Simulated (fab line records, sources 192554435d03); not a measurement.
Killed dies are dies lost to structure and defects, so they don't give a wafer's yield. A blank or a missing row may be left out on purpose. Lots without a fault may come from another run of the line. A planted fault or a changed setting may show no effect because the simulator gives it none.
Split-lot experiment | flow n5_finfet | 7 lots, 21 wafers read, on a route of 1938 steps

THE SPLIT
At N5_BEOL_M5_COAT_71 (time 60 s, resist thk 5 nm), the setting spin_rpm was moved away from the recipe's 1500 rpm on 7 of the 21 wafers read, by -9.2% to +11.1%. The other wafers ran this setting at the recipe's value.

FROM THE SPLIT TO THE READING: what the file shows between them, 3 steps
- N5_BEOL_M5_COAT_05: resist thk 30 nm
- N5_BEOL_M5_EBR_07
- N5_BEOL_M5_DESCUM_16: chemistry O2, time 7 s

THE READING
etch.depth_nm (the simulator's own value, which no gauge read), in nm, at N5_BEOL_M5_ETCH_72 (etches underlayer in N2/H2, target depth 6.5 nm, time 5.2 s). The file gives no usual value for it. The 14 wafers here that ran the recipe average 5.003 nm, standard deviation 0.01 nm.

wafer  | tool, chamber at the split | spin_rpm as run, rpm | against the recipe | etch.depth_nm, nm | against lot-mates on the recipe
L076.2 | litho_track-02, 0          | 1500                 | recipe             | 4.994             | -
L076.3 | litho_track-02, 0          | 1500                 | recipe             | 4.992             | -
L076.4 | litho_track-02, 0          | 1500                 | recipe             | 5.001             | -
L078.2 | litho_track-04, 0          | 1500                 | recipe             | 5.001             | -
L078.3 | litho_track-04, 0          | 1500                 | recipe             | 5.027             | -
L078.5 | litho_track-04, 0          | 1500                 | recipe             | 5.021             | -
L080.1 | litho_track-01, 0          | 1425                 | -5.0%              | 5.13              | +0.137
L080.2 | litho_track-01, 0          | 1500                 | recipe             | 4.993             | -
L080.3 | litho_track-01, 0          | 1425                 | -5.0%              | 5.142             | +0.149
L083.1 | litho_track-02, 0          | 1500                 | recipe             | 5.001             | -
L083.3 | litho_track-02, 0          | 1667                 | +11.1%             | 4.748             | -0.253
L083.6 | litho_track-02, 0          | 1667                 | +11.1%             | 4.749             | -0.252
L084.2 | litho_track-04, 0          | 1362                 | -9.2%              | 5.237             | no lot-mate on the recipe
L084.3 | litho_track-04, 0          | 1362                 | -9.2%              | 5.225             | no lot-mate on the recipe
L084.4 | litho_track-04, 0          | 1362                 | -9.2%              | 5.247             | no lot-mate on the recipe
L086.2 | litho_track-04, 0          | 1500                 | recipe             | 4.999             | -
L086.4 | litho_track-04, 0          | 1500                 | recipe             | 5.009             | -
L086.6 | litho_track-04, 0          | 1500                 | recipe             | 4.99              | -
L097.3 | litho_track-01, 0          | 1500                 | recipe             | 5.008             | -
L097.5 | litho_track-01, 0          | 1500                 | recipe             | 5.008             | -
L097.6 | litho_track-01, 0          | 1500                 | recipe             | 5                 | -

THE FIT
A straight line over all 21 wafers: etch.depth_nm changes by -0.0242 nm for each +1% of spin_rpm; r = -1.00; the points scatter about the line by 0.012 nm.
The same after taking each lot's own level away (the mean of its wafers on the recipe; 18 wafers): -0.0238 nm for each +1%; r = -0.99; scatter 0.011 nm.
On that fit, the largest move of spin_rpm shifts the reading by 0.27 nm.
The lots' own levels span 4.9930 to 5.0163 nm, that is 2.3 times the standard deviation above.
So the lot-to-lot level changes the slope little: the two slopes agree.
Check: with one of the wafers moved furthest among these (+11.1%) left out of the fit, the line predicts -0.268 nm for it against its lot-mates. It came out at -0.253 nm against them.

OTHER SPLITS ON THESE WAFERS
These wafers also went through other splits before the reading. Each is held against what the fit with the lots' levels taken away leaves over:
other split on the same wafers     | wafers away from the commonest value | r with etch.depth_nm (lot level and that fit taken away)
N5_BEOL_M4_TRENCH_ETCH_37 source_w | 9                                    | +0.03

THE WHOLE CHAIN: every reading that the file lists as answering this split, in the file's order
step               | what it does                                                | reading                                                        | change (the file's fit)                | r (the file's)
N5_BEOL_M5_ETCH_72 | etches underlayer in N2/H2, target depth 6.5 nm, time 5.2 s | etch_rf_on_time_s                                              | withheld for each +1% of the setting   | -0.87
N5_BEOL_M5_ETCH_72 | etches underlayer in N2/H2, target depth 6.5 nm, time 5.2 s | etch.depth_nm (the simulator's own value, which no gauge read) | -0.0237 nm for each +1% of the setting | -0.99

THE FILE'S OWN FIT
etch.depth_nm changes by -0.0237 nm for each +1% of spin_rpm, r = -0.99.
